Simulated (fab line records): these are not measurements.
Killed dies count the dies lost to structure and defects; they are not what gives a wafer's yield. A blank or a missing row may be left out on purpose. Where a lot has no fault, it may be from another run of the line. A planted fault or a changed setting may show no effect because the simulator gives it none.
A struck lot beside a sound one :: flow n5 finfet :: 40 out of 1938 route steps
Sound: the wafers L451.2, L451.4, L451.5. Struck: wafer L445.2. (L445.1, L445.6 of the same lot were not struck and are left out.) The cause comes at the end.
Order at every step that has rows: each side's tool, ch and its chambers, its first start. Under that, the readings that differ: sound wafers :: struck wafers :: difference of the means :: sigmas: that difference in standard deviations of wafers without a fault.
alike: readings with means less than 2 such deviations apart, plus words and numbers identical on both sides. not compared: withheld readings, readings lacking a value on some wafer, bounds such as >300 that could conceal the same value, and numbers that have no deviation in the record and whose values overlap.
The two part at a step that has a row with sigmas, a row that says differs or no value, or rows on one side only. Numbers that have no deviation but don't overlap get no sigmas and don't part them. Lack of a reading on every wafer of one side parts them only where that side has two or more wafers.

first, 1 step without rows for these wafers: N5_BEOL_M0_DEGAS_112 (time 60 s).
N5_BEOL_M0_PRE_CLEAN_113: time 30 s.
  sound: pvd sputter-03 at day 9 17:07; struck: pvd sputter-03 at day 8 06:52
  alike: heater power w
then, 4 steps without rows for these wafers: N5_BEOL_M0_ALD_136 (deposits TaN, pulse time 2 s, purge time 3 s, co reactant purge time 2 s); N5_BEOL_M0_SURFACE_TREAT_137; N5_BEOL_M0_CVD_115 (deposits Co from CCTBA/H2, time 120 s); N5_BEOL_M0_SPUTTER_116 (material Cu, target thk 4 nm, time 7.37 s).
N5_BEOL_M0_ANNEAL_117: time 60 s.
  sound: pvd sputter-03 at day 9 17:53; struck: pvd sputter-01 at day 8 07:46
  alike: heater power w
then, 2 steps without rows for these wafers: N5_BEOL_M0_SPUTTER_132 (material Cu, target thk 4 nm, time 7.37 s); N5_BEOL_M0_ANNEAL_133 (time 60 s).
N5_BEOL_M0_SPUTTER_134: material Cu, target thk 4 nm, time 7.37 s.
  sound: pvd sputter-03 at day 9 18:03; struck: pvd sputter-01 at day 8 07:55
  alike: chuck gas flow sccm, throttle valve pct
then, 2 steps without rows for these wafers: N5_BEOL_M0_ANNEAL_135 (time 60 s); N5_BEOL_M0_SPUTTER_141 (material Cu, target thk 4 nm, time 7.37 s).
N5_BEOL_M0_ECD_118: material Cu, target thk 300 nm.
  sound on ecd cu-01 ch 0,1, day 9 18:17; struck on ecd cu-02 ch 0,1, day 8 08:09
then, 6 steps without rows for these wafers: N5_BEOL_M0_ANNEAL_119 (time 90 s); N5_BEOL_M0_CMP_120 (polishes, stops on SiOC, t overpolish 6.9 s); N5_BEOL_M0_PRE_CLEAN_131 (time 15 s); N5_BEOL_M0_CO_CAP_123 (material Co, precursor CCTBA/H2, target thk 2 nm, time 102.1 s); N5_BEOL_M0_PRE_CLEAN_124 (time 15 s); N5_BEOL_M0_DEP_125 (deposits SiCN from 3MS/NH3, target thk 8 nm, time 14 s).
N5_BEOL_M0_RS_MEAS_126: measurement is done with a four-point probe.
  sound: film metro-01 at day 9 19:13; struck: film metro-02 at day 8 09:07
  alike: M0_RS
then, 1 step without rows for these wafers: N5_BEOL_M1_ILD_DEP_00 (deposits SiOC from DEMS/O2, target thk 79 nm, time 15.3 s).
N5_BEOL_M1_THK_MEAS_01:
  sound: film metro-02 at day 9 19:22; struck: film metro-02 at day 8 09:16
  alike: M1_ILD_THK
then, 11 steps without rows for these wafers: N5_BEOL_M1_PECVD_72 (deposits SiO2 from TEOS/O2, target thk 16 nm, time 18 s); N5_BEOL_M1_HM_DEP_02 (deposits TiN, target thk 20 nm); N5_BEOL_M1_COAT_61 (time 60 s, resist thk 60 nm); N5_BEOL_M1_COAT_62 (time 60 s, resist thk 12 nm); N5_BEOL_M1_COAT_73 (time 60 s, resist thk 5 nm); N5_BEOL_M1_COAT_05 (resist thk 30 nm); N5_BEOL_M1_EBR_07; N5_BEOL_M1_SOFTBAKE_06 (time 60 s); N5_BEOL_M1_EXPOSE_08 (exposes mask M1); N5_BEOL_M1_PEB_09 (peb time 60 s); N5_BEOL_M1_DEVELOP_10 (develop time 30 s).
N5_BEOL_M1_CD_MEAS_11 targets a cd of 17.05 nm.
  sound on cd sem-02 ch 0, day 9 20:22; struck on cd sem-01 ch 0, day 8 10:40
  alike: cd nm
N5_BEOL_M1_OVL_MEAS_12:
  sound on overlay-02 ch 0, day 9 20:23; struck on overlay-02 ch 0, day 8 10:41
  alike: M1_OVL
N5_BEOL_M1_DESCUM_16: chemistry O2, time 7 s.
  sound on rie diel-02 ch 1,2,3, day 9 20:29; struck on rie diel-01 ch 3, day 8 11:22
reading: drypump motor current A (A)
sound: 6.0 6.1 5.6
struck: 4.7
difference: -1.2
sigmas: -3
  alike: oes product au, rf vpp V, showerhead plenum p Torr, throttle valve pct
  not compared: rf hours counter h
then, 1 step without rows for these wafers: N5_BEOL_M1_ETCH_74 (etches underlayer in N2/H2, target depth 6.5 nm, time 5.2 s).
N5_BEOL_M1_ETCH_63: etches SiARC in CF4, target depth 15.6 nm, time 26 s.
  sound on rie diel-02 ch 1,2,3, day 9 20:32; struck on rie diel-01 ch 3, day 8 11:25
reading: drypump motor current A (A)
sound: 6.0 6.0 5.6
struck: 4.7
difference: -1.2
sigmas: -3
  alike: cf4 flow sccm, etch rf on time s, oes product au, rf vpp V, showerhead plenum p Torr, throttle valve pct
  not compared: rf hours counter h
then, 1 step without rows for these wafers: N5_BEOL_M1_ETCH_64 (etches SOC in N2/H2, target depth 75 nm, overetch 15 nm, time 112.5 s).
-- the record jumps here: 6 days lie between the struck wafers' starts before and after (it left off in module BEOL_M1 and takes up again in module PASSIVATION, whose first step shown is number 1936 of the route) --
N5_PASSIVATION_PROBE_49:
  sound: prober-02 at day 15 22:04; struck: prober-01 at day 14 22:49
reading: defect limited yield (%)
sound: 93.6 91.4 92.8
struck: 70.8
difference: -21.8
sigmas: -16

reading: killed_at_M0_to_M3
sound: 26 34 33
struck: 279
difference: +248
sigmas: +23

reading: killed dies
sound: 76 101 85
struck: 344
difference: +257
sigmas: +15

reading: killed on rim
sound: 8 14 11
struck: 62
difference: +51
sigmas: +13

reading: sort_bin_5_function (%)
sound: 4.2 4.5 4.2
struck: 17.4
difference: +13.1
sigmas: +15

reading: sort_bin_6_memory (%)
sound: 2.0 3.6 3.0
struck: 9.8
difference: +6.9
sigmas: +10

reading: sort n pass
sound: 1104 1079 1095
struck: 836
difference: -257
sigmas: -15

reading: sort yield pct (%)
sound: 93.6 91.4 92.8
struck: 70.8
difference: -21.8
sigmas: -16
  alike: killed_at_M4_up, killed at contacts, killed at front end, killed at other, killed open, killed short

== WHERE THEY PART ==
Earliest at N5_BEOL_M1_DESCUM_16; latest, in this record, at N5_PASSIVATION_PROBE_49.

WHY: whatever the simulator had introduced
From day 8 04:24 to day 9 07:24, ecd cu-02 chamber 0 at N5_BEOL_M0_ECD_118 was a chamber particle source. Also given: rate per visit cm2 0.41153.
